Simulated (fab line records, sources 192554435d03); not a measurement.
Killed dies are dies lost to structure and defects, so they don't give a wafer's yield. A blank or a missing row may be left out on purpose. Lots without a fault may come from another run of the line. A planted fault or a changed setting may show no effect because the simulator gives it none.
Split-lot experiment | flow n5_finfet | 7 lots, 39 wafers read, on a route of 1938 steps

THE SPLIT
At N5_GATE_CUT_ETCH_58 (etches SiNx in CH3F/O2, target depth 17 nm, time 128.6 s), the setting target_depth_a was moved away from the recipe's 170 angstrom on 12 of the 39 wafers read, by -12.0% to +9.6%. The other wafers ran this setting at the recipe's value.

The reading is taken at the split's own step.

THE READING
etch.depth_nm (the simulator's own value, which no gauge read), in nm, at N5_GATE_CUT_ETCH_58 (etches SiNx in CH3F/O2, target depth 17 nm, time 128.6 s). The file gives no usual value for it. The 27 wafers here that ran the recipe average 17.09 nm, standard deviation 0.21 nm.

wafer  | tool, chamber at the split | target_depth_a as run, angstrom | against the recipe | etch.depth_nm, nm | against lot-mates on the recipe
L074.1 | rie_diel-01, 0             | 170                             | recipe             | 16.73             | -
L074.2 | rie_diel-01, 2,3           | 170                             | recipe             | 17.13             | -
L074.3 | rie_diel-01, 2,3           | 170                             | recipe             | 17.13             | -
L074.4 | rie_diel-01, 1             | 149.6                           | -12.0%             | 14.72             | -2.28
L074.5 | rie_diel-01, 3             | 149.6                           | -12.0%             | 15.06             | -1.94
L074.6 | rie_diel-01, 2             | 149.6                           | -12.0%             | 15.1              | -1.90
L079.1 | rie_diel-02, 0             | 170                             | recipe             | 17.43             | -
L079.2 | rie_diel-02, 2             | 170                             | recipe             | 17.02             | -
L079.3 | rie_diel-02, 3             | 159.4                           | -6.2%              | 16.19             | -1.02
L079.4 | rie_diel-02, 1             | 159.4                           | -6.2%              | 16.32             | -0.89
L079.5 | rie_diel-02, 0             | 159.4                           | -6.2%              | 16.14             | -1.07
L079.6 | rie_diel-02, 3             | 170                             | recipe             | 17.19             | -
L083.1 | rie_diel-02, 1             | 170                             | recipe             | 17.24             | -
L083.2 | rie_diel-02, 2             | 170                             | recipe             | 16.96             | -
L083.3 | rie_diel-02, 3             | 170                             | recipe             | 17.2              | -
L083.4 | rie_diel-02, 0             | 170                             | recipe             | 17.22             | -
L083.5 | rie_diel-02, 3             | 170                             | recipe             | 17.09             | -
L083.6 | rie_diel-02, 2             | 170                             | recipe             | 17.16             | -
L084.1 | rie_diel-05, 2             | 170                             | recipe             | 17.09             | -
L084.2 | rie_diel-05, 3             | 186.3                           | +9.6%              | 18.6              | +1.31
L084.3 | rie_diel-05, 1             | 170                             | recipe             | 17.26             | -
L084.4 | rie_diel-05, 0             | 170                             | recipe             | 17.51             | -
L084.5 | rie_diel-05, 0             | 186.3                           | +9.6%              | 19.06             | +1.77
L084.6 | rie_diel-05, 1             | 186.3                           | +9.6%              | 18.64             | +1.35
L085.2 | rie_diel-02, 3             | 170                             | recipe             | 17.12             | -
L085.3 | rie_diel-02, 1             | 170                             | recipe             | 17.3              | -
L085.5 | rie_diel-02, 0             | 170                             | recipe             | 17.17             | -
L095.1 | rie_diel-05, 2             | 170                             | recipe             | 17.05             | -
L095.2 | rie_diel-05, 3             | 170                             | recipe             | 16.77             | -
L095.3 | rie_diel-05, 1             | 170                             | recipe             | 16.93             | -
L095.6 | rie_diel-05, 1             | 170                             | recipe             | 16.93             | -
L095.4 | rie_diel-05, 0             | 170                             | recipe             | 17.33             | -
L095.5 | rie_diel-05, 0             | 170                             | recipe             | 17.27             | -
L097.1 | rie_diel-01, 3             | 170                             | recipe             | 16.77             | -
L097.2 | rie_diel-01, 1             | 170                             | recipe             | 16.58             | -
L097.3 | rie_diel-01, 2             | 155.4                           | -8.6%              | 15.22             | -1.56
L097.4 | rie_diel-01, 0             | 170                             | recipe             | 16.98             | -
L097.5 | rie_diel-01, 1             | 155.4                           | -8.6%              | 15.07             | -1.71
L097.6 | rie_diel-01, 0             | 155.4                           | -8.6%              | 15.63             | -1.15
Where a row lists several chambers, the file gives one row for several wafers and doesn't say which wafer went through which chamber.

THE FIT
A straight line over all 39 wafers: etch.depth_nm changes by +0.179 nm for each +1% of target_depth_a; r = +0.97; the points scatter about the line by 0.23 nm.
The same after taking each lot's own level away (the mean of its wafers on the recipe; 39 wafers): +0.164 nm for each +1%; r = +0.98; scatter 0.17 nm.
On that fit, the largest move of target_depth_a shifts the reading by 2 nm.
The lots' own levels span 16.777 to 17.287 nm, that is 2.4 times the standard deviation above.
So the lot-to-lot level changes the slope little: the two slopes agree.
Check: with one of the wafers moved furthest among these (-12.0%) left out of the fit, the line predicts -1.94 nm for it against its lot-mates. It came out at -2.28 nm against them.

OTHER SPLITS ON THESE WAFERS
These wafers also went through other splits before the reading. Each is held against what the fit with the lots' levels taken away leaves over:
other split on the same wafers       | wafers away from the commonest value | r with etch.depth_nm (lot level and that fit taken away)
N5_DUMMY_GATE_ETCH_44 target_depth_a | 15                                   | +0.14
N5_DUMMY_GATE_ETCH_42 bias_w         | 18                                   | -0.15
N5_HKMG_FIN_ETCH_35 time_s           | 18                                   | +0.13

THE FILE'S OWN FIT
etch.depth_nm changes by +0.165 nm for each +1% of target_depth_a, r = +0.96.
